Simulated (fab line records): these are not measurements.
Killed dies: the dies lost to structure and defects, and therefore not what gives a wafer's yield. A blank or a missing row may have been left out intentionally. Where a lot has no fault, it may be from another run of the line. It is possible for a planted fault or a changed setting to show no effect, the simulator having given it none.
Matching of chambers | flow n5_finfet | rie_diel-04 running N5_BEOL_M0_SAQP_SPACER2_ETCHBACK_27: 4 sister chambers
The step etches SiO2 in CHF3/O2, target depth 22.5 nm, time 11.25 s. 4 wafers are shown with their chamber, then 8 later ones without.

== EACH WAFER AND ITS CHAMBER ==
wafer  | chamber | drypump_motor_current_A (A)
L086.5 | 0       | 4.7
L087.5 | 1       | 6.1
L091.1 | 2       | 5.8
L092.1 | 3       | 5.9

== WAFERS MISSING THEIR CHAMBER ==
wafer  | drypump_motor_current_A (A)
L092.3 | 6.1
L092.4 | 5.7
L093.2 | 5.7
L093.4 | 4.7
L093.5 | 4.7
L097.1 | 5.9
L097.3 | 5.7
L097.5 | 4.7

== THE CHAMBER EACH PASSED THROUGH ==
wafer  | from the rows above     | in truth
L092.3 | 1                       | 1
L092.4 | can't be placed: 2 or 3 | 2
L093.2 | can't be placed: 2 or 3 | 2
L093.4 | 0                       | 0
L093.5 | 0                       | 0
L097.1 | can't be placed: 3 or 2 | 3
L097.3 | can't be placed: 2 or 3 | 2
L097.5 | 0                       | 0
Correct placement for 4 of the 8. Unplaceable from these rows: 4, with the true chamber sitting among the candidates in 4. Wrongly placed: 0.
How it was worked out, from the rows above alone: a wafer's distance from a chamber is the root of the sum, over the readings, of the square of ((its reading less the chamber's mean) divided by the reading's scatter). The wafer belongs to the nearest chamber; if the next one is less than 2 further off, it can't be placed. The mean given for a chamber averages the wafers shown for that chamber. The scatter: with one shown wafer a chamber, the root of the mean of the squares of how far each hidden wafer lies from its nearest shown one.
